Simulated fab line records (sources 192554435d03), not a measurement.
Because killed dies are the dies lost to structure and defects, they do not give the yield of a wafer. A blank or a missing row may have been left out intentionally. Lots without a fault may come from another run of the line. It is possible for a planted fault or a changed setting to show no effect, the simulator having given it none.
fab line records	flow n5-finfet
record: lots: 7	wafers: 21
route steps=1938 shown ZERO_LAYER@6 FIN_SAQP@130 SD_EPI_N@262 SD_EPI_P@295 SDB@369 HKMG_FIN@423
start-h: start of the lot's first displayed wafer, in hours after the record's first day	wait-h: hours from the lot's prior step to this one	" identical to the entry in the row above	L1.1+2: a row that stands for several wafers	- either no value or no given start	* or withheld: withheld	< > ~ a bound
route shown NAME@n: a module of which the file shows steps, and the number in the route of the first	usual: mean/standard deviation taken from wafers without a fault	same: alike in all rows	chamber/n: place in a boat	sites: readings site by site	_std_site: their standard deviation	_edge_site: outer sites' mean less inner sites'	radius-mm: how far each site lies from the wafer's centre	mask NAME#n: copy n	behind: the last tool/chamber to shape the wafer	hold: what put the lot on hold/how long, in hours/how the hold closed	device: which transistor (n, p or np) failed to switch	end of line: the same wafers' tests at the end of the route	a step with no rows: only its recipe	killed: at the first sort, the dies lost to defects and structure; wafer yield is something else	map: a wafer's dies, x killed, . not, _ none there
set.NAME: the setting as run; set.NAME@STEP: as run at that earlier step	model.NAME: the simulator's own value behind a step, which no gauge read
lots whose settings were changed on purpose; a table a step, a row a wafer
== steps ==
step: N5_ZERO_LAYER_COAT_05
recipe: spin-rpm: 1500	resist-thk-nm: 1000
lot.wafer	tool	chamber	start-h	wait-h	set.spin-rpm	model.coat_of_ZERO_LAYER_COAT_05.thk-nm
L078.1	litho-track-03	0	-	-	1633	960
L078.3	"	0	"	"	1500	998.8
L078.5	"	0	"	"	1500	1001
L080.2	litho-track-01	0	-	-	1500	1001
L080.3	"	0	"	"	1445	1020
L080.4	"	0	"	"	1445	1019
L082.3	litho-track-02	0	-	-	1500	1000
L082.5	"	0	"	"	1500	997.7
L082.6	"	0	"	"	1500	999
L085.1	litho-track-02	0	-	-	1561	975
L085.5	"	0	"	"	1500	1002
L085.6	"	0	"	"	1561	981.8
L089.3	litho-track-02	0	-	-	1500	996.5
L089.5	"	0	"	"	1500	998.9
L089.6	"	0	"	"	1661	945.8
L092.2	litho-track-02	0	-	-	1346	1054
L092.5	"	0	"	"	1346	1055
L092.6	"	0	"	"	1500	998.4
L094.1	litho-track-03	0	-	-	1500	1005
L094.3	"	0	"	"	1500	1004
L094.4	"	0	"	"	1369	1051
step: N5_ZERO_LAYER_DEVELOP_10
recipe: develop-time-s: 60	rinse-liquid: diw	dry: air-spin	dev-temp-c: 21
lot.wafer	tool	chamber	start-h	wait-h	set.develop-time-s
L078.1+5	litho-track-01	0	-	-	60
L078.3	"	0	"	"	46.88
L080.2+4	litho-track-01	0	-	-	51.74
L080.3	"	0	"	"	60
L082.3+5+6	litho-track-02	0	-	-	60
L085.1+6	litho-track-03	0	-	-	60
L085.5	"	0	"	"	70.82
L089.3+6	litho-track-02	0	-	-	47.57
L089.5	"	0	"	"	60
L092.2+5	litho-track-03	0	-	-	56.05
L092.6	"	0	"	"	60
L094.1	litho-track-03	0	-	-	60
L094.3+4	"	0	"	"	51.86
step: N5_ZERO_LAYER_HARDBAKE_23
recipe: temp-c: 130	time-s: 120
step: N5_ZERO_LAYER_ETCH_17
recipe: chemistry: CF4	target: SiO2	target-depth-a: 120	time-s: 13.3	ion-energy-ev: 350	pressure-mtorr: 40	source-w: 450	bias-w: 215	Ar_flow_sccm: 100	cf4-flow-sccm: 100
step: N5_ZERO_LAYER_ETCH_18
recipe: chemistry: HBr/Cl2	target: Si	target-depth-a: 1200	time-s: 40	pressure-mtorr: 10	icp-w: 800	bias-w: 75	HBr_flow_sccm: 150	Cl2_flow_sccm: 80
step: N5_ZERO_LAYER_STRIP_24
recipe: chemistry: O2	power-w: 1000	temp-c: 250	overash-fraction: 0.3	pressure-mtorr: 1000	o2-flow-sccm: 6750
usual: strip-time-to-endpoint-s: 43.86/0.085
lot.wafer	tool	chamber	start-h	wait-h	set.spin-rpm@ZERO_LAYER_COAT_05	strip-time-to-endpoint-s
L078.1	plasma-asher-02	0	36.89	0.1	1633	42.58
L078.3	"	1	"	"	1500	43.77
L078.5	"	0	"	"	1500	43.80
L080.2	plasma-asher-01	1	49.02	0.1	1500	43.91
L080.3	"	1	"	"	1445	44.46
L080.4	"	0	"	"	1445	44.40
L082.3	plasma-asher-01	1	61.14	0.1	1500	43.88
L082.5	"	1	"	"	1500	43.78
L082.6	"	0	"	"	1500	43.85
L085.1	plasma-asher-02	1	79.06	0.1	1561	43.04
L085.5	"	1	"	"	1500	43.84
L085.6	"	0	"	"	1561	43.28
L089.3	plasma-asher-01	1	103.12	0.1	1500	43.75
L089.5	"	1	"	"	1500	43.83
L089.6	"	0	"	"	1661	42.25
L092.2	plasma-asher-01	1	121.08	0.1	1346	45.43
L092.5	"	1	"	"	1346	45.49
L092.6	"	0	"	"	1500	43.76
L094.1	plasma-asher-01	1	133.28	0.1	1500	43.98
L094.3	"	0	"	"	1500	44.01
L094.4	"	1	"	"	1369	45.41
step: N5_FIN_SAQP_ETCH_65
recipe: chemistry: CF4	target: SiO2	target-depth-a: 40	ion-energy-ev: 350	time-s: 4.4	pressure-mtorr: 10	icp-w: 800	bias-w: 400	cf4-flow-sccm: 80
lot.wafer	tool	chamber	start-h	wait-h	set.time-s	model.etch.depth-nm
L078.1+5	rie-si-04	0	48.09	0.1	4.4	3.984
L078.3	"	2	"	"	4.4	3.772
L080.2	rie-si-03	0	59.82	0.1	4.4	3.996
L080.3	"	2	"	"	4.4	3.875
L080.4	"	1	"	"	4.4	3.812
L082.3	rie-si-03	0	73.84	0.1	4.4	4.023
L082.5	"	2	"	"	4.4	3.924
L082.6	"	3	"	"	4.4	3.986
L085.1	rie-si-03	0	90.49	0.1	4.4	3.981
L085.5	"	0	"	"	4.4	3.952
L085.6	"	1	"	"	5.37	4.679
L089.3	rie-si-04	0	115.92	0.1	4.4	3.946
L089.5	"	2	"	"	4.4	3.784
L089.6	"	1	"	"	4.4	3.858
L092.2	rie-si-01	3	134.43	0.1	3.534	3.337
L092.5	"	2	"	"	4.4	4.037
L092.6	"	1	"	"	4.4	4.024
L094.1	rie-si-03	2	144.74	0.1	4.4	3.873
L094.3	"	1	"	"	4.4	3.823
L094.4	"	0	"	"	4.4	3.884
step: N5_SD_EPI_N_COAT_32
recipe: resist: SOC	temp-c: 250	time-s: 60	spin-rpm: 1500	resist-thk-nm: 350
lot.wafer	tool	chamber	start-h	wait-h	set.spin-rpm	model.SOC_of_SD_EPI_N_COAT_32.thk-nm
L078.1	litho-track-05	0	72.67	0.0	1500	350.4
L078.3	"	0	"	"	1500	351
L078.5	"	0	"	"	1500	350
L080.2	litho-track-04	0	83.26	0.0	1500	349.4
L080.3	"	0	"	"	1648	333.4
L080.4	"	0	"	"	1500	348.4
L082.3	litho-track-05	0	102.49	0.0	1500	350.4
L082.5	"	0	"	"	1500	350.6
L082.6	"	0	"	"	1500	349.8
L085.1	litho-track-02	0	113.45	0.0	1500	349.2
L085.5	"	0	"	"	1591	339
L085.6	"	0	"	"	1591	338.8
L089.3	litho-track-04	0	139.25	0.0	1500	351.4
L089.5	"	0	"	"	1598	340.2
L089.6	"	0	"	"	1500	350.8
L092.2	litho-track-02	0	157.76	0.0	1500	350.6
L092.5	"	0	"	"	1570	341.4
L092.6	"	0	"	"	1500	349
L094.1	litho-track-05	0	170.57	0.0	1500	350.4
L094.3	"	0	"	"	1343	370.4
L094.4	"	0	"	"	1500	350
step: N5_SD_EPI_N_COAT_33
recipe: resist: SiARC	temp-c: 220	time-s: 60	spin-rpm: 1500	resist-thk-nm: 35
lot.wafer	tool	chamber	start-h	wait-h	set.spin-rpm	model.SiARC_of_SD_EPI_N_COAT_33.thk-nm
L078.1+3+5	litho-track-05	0	-	-	1500	35
L080.2	litho-track-04	0	-	-	1500	35
L080.3	"	0	"	"	1500	35.2
L080.4	"	0	"	"	1566	34.2
L082.3+5	litho-track-05	0	-	-	1500	35
L082.6	"	0	"	"	1500	34.8
L085.1	litho-track-02	0	-	-	1500	34.8
L085.5	"	0	"	"	1500	35
L085.6	"	0	"	"	1500	35.2
L089.3+6	litho-track-04	0	-	-	1500	35
L089.5	"	0	"	"	1452	35.6
L092.2	litho-track-02	0	-	-	1381	36.2
L092.5	"	0	"	"	1381	36.4
L092.6	"	0	"	"	1500	34.8
L094.1+4	litho-track-05	0	-	-	1500	35
L094.3	"	0	"	"	1500	35.2
step: N5_SD_EPI_N_COAT_03
recipe: resist: CAR-ArF-block	spin-rpm: 1500	resist-thk-nm: 150
step: N5_SD_EPI_N_EBR_05
recipe: solvent: PGMEA	ebr-width-mm: 1.5
step: N5_SD_EPI_N_DESCUM_14
recipe: chemistry: O2	time-s: 7.9	source-power-w: 50	bias-power-w: 20	pressure-mtorr: 20	rf-frequency-hz: 2.712e+07	temp-c: 40	resist: CAR-ArF-block	o2-flow-sccm: 225
step: N5_SD_EPI_N_ETCH_34
recipe: chemistry: CF4	target: SiARC	target-depth-a: 455	mask-material: CAR-ArF-block	time-s: 75.8	ion-energy-ev: 80	pressure-mtorr: 40	source-w: 545	bias-w: 36	Ar_flow_sccm: 100	cf4-flow-sccm: 100	ends: cleared
lot.wafer	tool	chamber	start-h	wait-h	set.spin-rpm@SD_EPI_N_COAT_33	model.etch.depth-nm
L078.1	rie-diel-04	3	73.15	0.0	1500	34.98
L078.3	"	0	"	"	1500	35.03
L078.5	"	3	"	"	1500	34.94
L080.2	rie-diel-04	2	83.75	0.0	1500	34.98
L080.3	"	3	"	"	1500	35.12
L080.4	"	1	"	"	1566	34.29
L082.3	rie-diel-05	1	103.23	0.0	1500	35.04
L082.5	"	2	"	"	1500	34.99
L082.6	"	3	"	"	1500	34.84
L085.1	rie-diel-01	1	114.18	0.0	1500	34.88
L085.5	"	3	"	"	1500	34.96
L085.6	"	2	"	"	1500	35.12
L089.3	rie-diel-04	1	139.74	0.0	1500	35.05
L089.5	"	1	"	"	1452	35.68
L089.6	"	0	"	"	1500	35.02
L092.2	rie-diel-01	3	158.39	0.0	1381	36.29
L092.5	"	0	"	"	1381	36.4
L092.6	"	1	"	"	1500	34.83
L094.1	rie-diel-05	2	171.07	0.0	1500	35.08
L094.3	"	3	"	"	1500	35.16
L094.4	"	0	"	"	1500	35.03
step: N5_SD_EPI_P_COAT_34
recipe: resist: SOC	temp-c: 250	time-s: 60	spin-rpm: 1500	resist-thk-nm: 350
lot.wafer	tool	chamber	start-h	wait-h	set.spin-rpm	model.SOC_of_SD_EPI_P_COAT_34.thk-nm
L078.1	litho-track-03	0	77.09	0.0	1500	350.6
L078.3	"	0	"	"	1500	350.2
L078.5	"	0	"	"	1500	349.4
L080.2	litho-track-01	0	87.72	0.0	1500	350.6
L080.3+4	"	0	"	"	1500	351.4
L082.3	litho-track-03	0	107.17	0.0	1500	349.8
L082.5	"	0	"	"	1500	351
L082.6	"	0	"	"	1500	350
L085.1	litho-track-01	0	118.17	0.0	1500	350.4
L085.5	"	0	"	"	1418	359.4
L085.6	"	0	"	"	1500	350
L089.3	litho-track-05	0	143.69	0.0	1500	351
L089.5	"	0	"	"	1500	351.8
L089.6	"	0	"	"	1554	344.8
L092.2	litho-track-03	0	162.34	0.0	1500	351.8
L092.5	"	0	"	"	1500	351.2
L092.6	"	0	"	"	1500	351.6
L094.1	litho-track-03	0	175.01	0.0	1500	350.8
L094.3	"	0	"	"	1440	358.2
L094.4	"	0	"	"	1500	351
step: N5_SD_EPI_P_PEB_07
recipe: peb-temp-c: 110	peb-time-s: 60	resist: CAR-ArF-block
lot.wafer	tool	chamber	start-h	wait-h	set.peb-time-s
L078.1+3+5	litho-track-01	0	77.41	0.1	64.96
L080.2+4	litho-track-01	0	88.02	0.0	60
L080.3	"	0	"	"	56.4
L082.3+5+6	litho-track-03	0	107.48	0.0	60
L085.1+6	litho-track-01	0	118.47	0.1	47.23
L085.5	"	0	"	"	60
L089.3	litho-track-03	0	143.99	0.0	66.21
L089.5+6	"	0	"	"	60
L092.2+5+6	litho-track-05	0	162.64	0.0	64.21
L094.1+3+4	litho-track-03	0	175.31	0.1	60
step: N5_SD_EPI_P_DEVELOP_08
recipe: develop-time-s: 30	developer: TMAH	resist: CAR-ArF-block	dev-temp-c: 23	rinse-liquid: diw	dry: air-spin
step: N5_SD_EPI_P_CD_MEAS_09
recipe: target-cd-nm: 240	landing-energy-ev: 500	detector: se-inlens
usual: cd-nm: 240.8/1.1
lot.wafer	tool	chamber	start-h	wait-h	set.peb-time-s@SD_EPI_P_PEB_07	cd-nm
L078.1	cd-sem-03	0	77.48	-	64.96	243.6
L078.3	"	0	"	"	64.96	243.8
L078.5	"	0	"	"	64.96	242.8
L080.2	cd-sem-03	0	88.08	-	60	240.6
L080.3	"	0	"	"	56.4	238.5
L080.4	"	0	"	"	60	241.8
L082.3	cd-sem-03	0	107.54	-	60	242.0
L082.5	"	0	"	"	60	240.9
L082.6	"	0	"	"	60	241.1
L085.1	cd-sem-03	0	118.54	-	47.23	232.0
L085.5	"	0	"	"	60	240.3
L085.6	"	0	"	"	47.23	232.4
L089.3	cd-sem-03	0	144.06	-	66.21	244.8
L089.5	"	0	"	"	60	241.4
L089.6	"	0	"	"	60	240.8
L092.2	cd-sem-02	0	162.71	-	64.21	242.9
L092.5	"	0	"	"	64.21	242.8
L092.6	"	0	"	"	64.21	241.9
L094.1	cd-sem-03	0	175.37	-	60	243.3
L094.3	"	0	"	"	60	241.4
L094.4	"	0	"	"	60	241.1
step: N5_SD_EPI_P_DESCUM_14
recipe: chemistry: O2	time-s: 7.9	source-power-w: 50	bias-power-w: 20	pressure-mtorr: 20	rf-frequency-hz: 2.712e+07	temp-c: 40	resist: CAR-ArF-block	o2-flow-sccm: 225
lot.wafer	tool	chamber	start-h	wait-h	set.peb-time-s@SD_EPI_P_PEB_07	model.SD_EPI_P.cd-nm
L078.1+3	rie-diel-03	2,3	77.72	0.2	64.96	243.8
L078.5	"	1	"	"	64.96	242.6
L080.2	rie-diel-02	3	88.17	0.0	60	240.8
L080.3	"	2	"	"	56.4	238.8
L080.4	"	3	"	"	60	241.8
L082.3	rie-diel-02	0	107.63	0.0	60	242.2
L082.5	"	2	"	"	60	240.8
L082.6	"	3	"	"	60	241.2
L085.1	rie-diel-02	2	118.88	0.3	47.23	232
L085.5	"	0	"	"	60	240.2
L085.6	"	3	"	"	47.23	232.4
L089.3	rie-diel-03	1	144.15	0.0	66.21	244.8
L089.5	"	1	"	"	60	241.6
L089.6	"	2	"	"	60	240.8
L092.2	rie-diel-03	0	163.17	0.4	64.21	242.8
L092.5	"	3	"	"	64.21	243.2
L092.6	"	0	"	"	64.21	242.4
L094.1	rie-diel-02	0	175.46	0.0	60	242.8
L094.3	"	3	"	"	60	-
L094.4	"	2	"	"	60	241.6
step: N5_SDB_CUT_ETCH_26
recipe: chemistry: HBr/Cl2/O2	target: Si	target-depth-a: 1296	bt-time-s: 20	mask-material: SiNx	time-s: 51.8	ion-energy-ev: *	bias-w: *	pressure-mtorr: 10	icp-w: 800	HBr_flow_sccm: 150	Cl2_flow_sccm: 80	O2_flow_sccm: 12
lot.wafer	tool	chamber	start-h	wait-h	set.icp-w	model.SDB.feature-depth-nm	model.etch.depth-nm
L078.1	rie-si-03	3	91.77	0.1	800	127	127.1
L078.3	"	1	"	"	800	126.6	126.6
L078.5	"	3	"	"	800	127.4	127.5
L080.2	rie-si-03	1	100.76	0.1	746.2	122.6	122.5
L080.3	"	3	"	"	746.2	123.2	123.3
L080.4	"	0	"	"	746.2	123.8	123.8
L082.3	rie-si-04	1	122.28	0.1	800	128.6	128.7
L082.5	"	3	"	"	800	129.8	129.8
L082.6	"	0	"	"	800	128.6	128.6
L085.1	rie-si-01	2	132.01	0.1	800	132.8	132.8
L085.5	"	3	"	"	800	130.8	130.8
L085.6	"	2	"	"	699.6	123.6	123.6
L089.3	rie-si-04	0	156.13	0.1	925.8	138	137.9
L089.5	"	1	"	"	800	127.6	127.7
L089.6	"	0	"	"	800	128.4	128.5
L092.2	rie-si-04	1	175.98	0.1	848	130.6	130.6
L092.5	"	2	"	"	800	123	123.1
L092.6	"	1	"	"	800	126	126.1
L094.1	rie-si-04	0	188.22	0.1	752.7	125.2	125.2
L094.3	"	1	"	"	800	127.8	127.7
L094.4	"	3	"	"	752.7	126.4	126.5
step: N5_SDB_ALD_29
recipe: material: SiNx	target-thk-a: 300	temp-c: 400	ald-precursor-family: SiH2I2	ald-co-reactant: N2/H2-plasma	pulse-time-s: 1	ald-cycles: 600	purge-time-s: 2	co-reactant-purge-time-s: 2	pressure-torr: 2
lot.wafer	tool	chamber	start-h	wait-h	set.ald-cycles	model.SiNx_of_SDB_ALD_29.thk-nm
L078.1+3	ald-sin-03	2,3	91.96	0.0	600	29.8
L078.5	"	0	93.31	1.4	650	32.4
L080.2	ald-sin-02	0	100.94	0.0	685	34.2
L080.3	"	1	"	"	685	34
L080.4	"	3	"	"	600	30
L082.3+6	ald-sin-03	3,2	122.47	0.0	600	29.8
L082.5	"	1	123.82	1.4	600	30
L085.1	ald-sin-04	2	132.19	0.0	600	30.2
L085.5	"	3	133.54	1.4	600	30.4
L085.6	"	0	"	"	552	27.8
L089.3+5+6	ald-sin-02	2,0,2	156.72	0.4	600	30
L092.2+6	ald-sin-04	3	176.27	0.1	650	32.8
L092.5	"	2	177.63	1.5	600	30
L094.1	ald-sin-04	2	188.41	0.0	600	29.8
L094.3+4	"	3,1	"	"	526	26.4
step: N5_SDB_CMP_30
recipe: stop-on: poly-Si	t-overpolish-s: 1.54	post-cmp-clean: alkaline-brush	down-force-psi: 4.1491	platen-rpm: 51.796	pad-velocity-m-s: 1.0306	target-thk-nm: 30
lot.wafer	tool	chamber	start-h	wait-h	set.ald-cycles@SDB_ALD_29	model.SiNx_of_SDB_ALD_29.thk-nm
L078.3+1	cmp-04	2,0	94.73	1.4	600	29.8
L078.5	"	1	"	"	650	32.4
L080.3	cmp-02	2	103.68	1.4	685	29.8
L080.4	"	3	"	"	600	30
L080.2	"	0	"	"	685	30
L082.3+6	cmp-01	1	125.24	1.4	600	29.8
L082.5	"	0	"	"	600	30
L085.1	cmp-01	1	134.96	1.4	600	30.2
L085.5	"	0	"	"	600	30.4
L085.6	"	1	"	"	552	27.8
L089.3+5+6	cmp-01	2,0,1	159.53	1.5	600	30
L092.2	cmp-02	1	179.01	1.4	650	31
L092.6	"	1	"	"	650	31.2
L092.5	"	2	"	"	600	30
L094.1	cmp-04	3	191.18	1.4	600	29.8
L094.3+4	"	0,1	"	"	526	26.4
step: N5_HKMG_FIN_COAT_30
recipe: resist: SiARC	temp-c: 220	time-s: 60	spin-rpm: 1500	resist-thk-nm: 35
lot.wafer	tool	chamber	start-h	wait-h	set.spin-rpm	model.SiARC_of_HKMG_FIN_COAT_30.thk-nm
L078.1+5	litho-track-05	0	-	-	1500	34.8
L078.3	"	0	"	"	1500	35
L080.2	litho-track-05	0	-	-	1666	33.2
L080.3+4	"	0	"	"	1500	35
L082.3+5	litho-track-03	0	-	-	1500	35.2
L082.6	"	0	"	"	1500	35
L085.1	litho-track-04	0	-	-	1429	35.8
L085.5+6	"	0	"	"	1500	35
L089.3+6	litho-track-04	0	-	-	1500	35.2
L089.5	"	0	"	"	1500	35
L092.2	litho-track-05	0	-	-	1500	35
L092.5+6	"	0	"	"	1584	34
L094.1	litho-track-05	0	-	-	1500	35
L094.3+4	"	0	"	"	1411	36.2
step: N5_HKMG_FIN_PEB_10
recipe: peb-temp-c: withheld	peb-time-s: 60	resist: CAR-ArF
lot.wafer	tool	chamber	start-h	wait-h	set.peb-time-s
L078.1	litho-track-05	0	99.92	0.1	53.11
L078.3+5	"	0	"	"	60
L080.2+3+4	litho-track-04	0	109.45	0.0	60
L082.3+5+6	litho-track-03	0	131.30	0.0	60
L085.1+6	litho-track-04	0	140.43	0.1	60
L085.5	"	0	"	"	53.84
L089.3+5	litho-track-03	0	164.69	0.0	60
L089.6	"	0	"	"	49.5
L092.2+6	litho-track-05	0	184.26	0.0	60
L092.5	"	0	"	"	54.23
L094.1+3+4	litho-track-03	0	196.41	0.1	60
step: N5_HKMG_FIN_DEVELOP_11
recipe: develop-time-s: 30	developer: TMAH	resist: CAR-ArF	dev-temp-c: 23	rinse-liquid: diw	dry: air-spin
step: N5_HKMG_FIN_CD_MEAS_12
recipe: target-cd-nm: 92.8	landing-energy-ev: 500	detector: se-inlens
usual: cd-nm: 93.1/0.81
lot.wafer	tool	chamber	start-h	wait-h	set.peb-time-s@HKMG_FIN_PEB_10	cd-nm
L078.1	cd-sem-01	0	99.99	-	53.11	88.1
L078.3	"	0	"	"	60	93.7
L078.5	"	0	"	"	60	93.7
L080.2	cd-sem-03	0	109.52	-	60	92.2
L080.3	"	0	"	"	60	90.7
L080.4	"	0	"	"	60	93.0
L082.3	cd-sem-01	0	131.36	-	60	93.6
L082.5	"	0	"	"	60	92.7
L082.6	"	0	"	"	60	93.9
L085.1	cd-sem-02	0	140.50	-	60	93.2
L085.5	"	0	"	"	53.84	88.3
L085.6	"	0	"	"	60	92.3
L089.3	cd-sem-02	0	164.76	-	60	94.1
L089.5	"	0	"	"	60	93.0
L089.6	"	0	"	"	49.5	86.4
L092.2	cd-sem-01	0	184.33	-	60	94.3
L092.5	"	0	"	"	54.23	90.4
L092.6	"	0	"	"	60	92.9
L094.1	cd-sem-02	0	196.48	-	60	93.2
L094.3	"	0	"	"	60	92.7
L094.4	"	0	"	"	60	93.7
step: N5_HKMG_FIN_DESCUM_17
recipe: chemistry: O2	time-s: 7.9	source-power-w: 50	bias-power-w: 20	pressure-mtorr: 20	rf-frequency-hz: 2.712e+07	temp-c: 40	resist: CAR-ArF	o2-flow-sccm: 225
step: N5_HKMG_FIN_ETCH_31
recipe: chemistry: CF4	target: SiARC	target-depth-a: 455	mask-material: CAR-ArF	time-s: 75.8	ion-energy-ev: 80	pressure-mtorr: 40	source-w: 545	bias-w: 36	Ar_flow_sccm: 100	cf4-flow-sccm: 100	ends: cleared
lot.wafer	tool	chamber	start-h	wait-h	set.spin-rpm@HKMG_FIN_COAT_30	model.CAR-ArF_of_HKMG_FIN_COAT_06.thk-nm	model.etch.depth-nm
L078.1	rie-diel-01	0	100.20	0.0	1500	50.6	34.87
L078.3	"	1	"	"	1500	50.6	34.97
L078.5	"	3	"	"	1500	50.6	34.88
L080.2	rie-diel-05	1	109.64	0.0	1666	52.6	33.19
L080.3	"	2	"	"	1500	50.8	34.97
L080.4	"	3	"	"	1500	51	35.06
L082.3	rie-diel-04	1	131.48	0.0	1500	50.8	35.11
L082.5	"	1	"	"	1500	50.8	35.17
L082.6	"	0	"	"	1500	50.6	35.08
L085.1	rie-diel-05	2	140.62	0.0	1429	50.4	35.77
L085.5	"	1	"	"	1500	51.2	35.03
L085.6	"	3	"	"	1500	50.8	35
L089.3	rie-diel-01	0	164.88	0.0	1500	51.2	35.15
L089.5	"	0	"	"	1500	51.2	35.06
L089.6	"	3	"	"	1500	51	35.11
L092.2	rie-diel-01	3	184.45	0.0	1500	50.4	35.08
L092.5	"	3	"	"	1584	51.2	34.06
L092.6	"	0	"	"	1584	51.6	34.09
L094.1	rie-diel-05	0	196.75	0.0	1500	50.8	35.06
L094.3	"	1	"	"	1411	50	36.1
L094.4	"	2	"	"	1411	50	36.11
== key ==
split: step: N5_ZERO_LAYER_COAT_05	setting: spin-rpm	stated: 1500	by: wafer
response: step: N5_ZERO_LAYER_COAT_05	reading: model.coat_of_ZERO_LAYER_COAT_05.thk-nm	change: -5.08	per: 1%	r: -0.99
response: step: N5_ZERO_LAYER_STRIP_24	reading: strip-time-to-endpoint-s	change: *	per: 1%	r: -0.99
split: step: N5_ZERO_LAYER_DEVELOP_10	setting: develop-time-s	stated: 60	by: wafer
response none clear
split: step: N5_FIN_SAQP_ETCH_65	setting: time-s	stated: 4.4	by: wafer
response: step: N5_FIN_SAQP_ETCH_65	reading: model.etch.depth-nm	change: +0.0336	per: 1%	r: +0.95
split: step: N5_SD_EPI_N_COAT_32	setting: spin-rpm	stated: 1500	by: wafer
response: step: N5_SD_EPI_N_COAT_32	reading: model.SOC_of_SD_EPI_N_COAT_32.thk-nm	change: -1.74	per: 1%	r: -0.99
split: step: N5_SD_EPI_N_COAT_33	setting: spin-rpm	stated: 1500	by: wafer
response: step: N5_SD_EPI_N_COAT_33	reading: model.SiARC_of_SD_EPI_N_COAT_33.thk-nm	change: -0.192	per: 1%	r: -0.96
response: step: N5_SD_EPI_N_ETCH_34	reading: model.etch.depth-nm	change: -0.189	per: 1%	r: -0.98
split: step: N5_SD_EPI_P_COAT_34	setting: spin-rpm	stated: 1500	by: wafer
response: step: N5_SD_EPI_P_COAT_34	reading: model.SOC_of_SD_EPI_P_COAT_34.thk-nm	change: -1.75	per: 1%	r: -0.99
split: step: N5_SD_EPI_P_PEB_07	setting: peb-time-s	stated: 60	by: wafer
response: step: N5_SD_EPI_P_CD_MEAS_09	reading: cd-nm	change: +0.382	per: 1%	r: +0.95
response: step: N5_SD_EPI_P_DESCUM_14	reading: model.SD_EPI_P.cd-nm	change: +0.373	per: 1%	r: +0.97
split: step: N5_SDB_CUT_ETCH_26	setting: icp-w	stated: 800	by: wafer
response: step: N5_SDB_CUT_ETCH_26	reading: model.SDB.feature-depth-nm	change: +0.649	per: 1%	r: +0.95
response: step: N5_SDB_CUT_ETCH_26	reading: model.etch.depth-nm	change: +0.641	per: 1%	r: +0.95
split: step: N5_SDB_ALD_29	setting: ald-cycles	stated: 600	by: wafer
response: step: N5_SDB_ALD_29	reading: model.SiNx_of_SDB_ALD_29.thk-nm	change: +0.297	per: 1%	r: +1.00
response: step: N5_SDB_CMP_30	reading: model.SiNx_of_SDB_ALD_29.thk-nm	shape: bent	at-lowest: 26.4	at-stated: 29.97	at-highest: 29.9
split: step: N5_HKMG_FIN_COAT_30	setting: spin-rpm	stated: 1500	by: wafer
response: step: N5_HKMG_FIN_COAT_30	reading: model.SiARC_of_HKMG_FIN_COAT_30.thk-nm	change: -0.172	per: 1%	r: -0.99
response: step: N5_HKMG_FIN_ETCH_31	reading: model.CAR-ArF_of_HKMG_FIN_COAT_06.thk-nm	change: +0.151	per: 1%	r: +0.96
response: step: N5_HKMG_FIN_ETCH_31	reading: model.etch.depth-nm	change: -0.168	per: 1%	r: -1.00
split: step: N5_HKMG_FIN_PEB_10	setting: peb-time-s	stated: 60	by: wafer
response: step: N5_HKMG_FIN_CD_MEAS_12	reading: cd-nm	change: +0.418	per: 1%	r: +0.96
